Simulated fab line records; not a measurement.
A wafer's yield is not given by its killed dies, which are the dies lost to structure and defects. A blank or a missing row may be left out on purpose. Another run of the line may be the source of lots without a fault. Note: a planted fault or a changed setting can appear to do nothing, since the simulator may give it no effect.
Matching of chambers ; flow n5-finfet ; 4 sister chambers for N5_BEOL_M1_ETCHBACK_99 on rie-diel-03
The step etches SiO2 in CHF3, target depth 5 nm, time 10.4 s. 14 wafers are shown with their chamber, then 7 later ones without.

## WAFERS, EACH WITH ITS CHAMBER
wafer;chamber;showerhead-plenum-p-Torr (Torr);rf-vpp-V (V);throttle-valve-pct (%)
L717.1;2;2.21;247;17.11
L717.3;1;2.15;236;17.21
L717.5;3;2.14;237;17.72
L718.2;0;2.06;240;17.30
L718.4;3;2.14;238;17.71
L718.6;2;2.21;247;17.13
L720.1;1;2.15;239;17.21
L720.4;3;2.14;236;17.72
L720.6;2;2.21;247;17.13
L726.2;0;2.06;243;17.33
L726.4;2;2.20;247;17.15
L726.6;3;2.14;237;17.26
L734.2;3;2.13;238;17.31
L734.5;3;2.13;236;17.29

SIGNATURES (means of the wafers above)
reading;chamber 0;chamber 1;chamber 2;chamber 3;scatter within a chamber
showerhead-plenum-p-Torr;2.0600;2.1500;2.2075;2.1367;0.00456
rf-vpp-V;241.50;237.50;247.00;237.00;1.14
throttle-valve-pct;17.3150;17.2100;17.1300;17.5017;0.167
Rule: for each reading, subtract the chamber's mean from the wafer's reading, divide by that reading's scatter and square the result; add these up over the readings and take the root, which gives the wafer's distance from the chamber. The wafer belongs to the nearest chamber; if the next one is less than 2 further off, it can't be placed. How the scatter is found: for the shown wafers, subtract from each reading the mean of its chamber, square and add these, divide the total by (wafers less chambers), then take the root.

## WAFERS WITHOUT THEIR CHAMBER
wafer;showerhead-plenum-p-Torr (Torr);rf-vpp-V (V);throttle-valve-pct (%)
L734.6;2.20;246;16.65
L739.1;2.13;237;17.31
L739.2;2.13;238;17.30
L739.5;2.13;238;17.30
L740.3;2.13;238;17.30
L740.4;2.13;237;17.33
L740.5;2.05;240;17.37

## THE CHAMBER EACH PASSED THROUGH
wafer;from the rows above;in truth
L734.6;2;2
L739.1;3;3
L739.2;3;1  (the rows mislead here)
L739.5;3;3
L740.3;3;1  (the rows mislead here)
L740.4;3;3
L740.5;0;0
5 of 7 placed correctly. Can't be placed from these rows: 0. Number placed wrongly: 2.
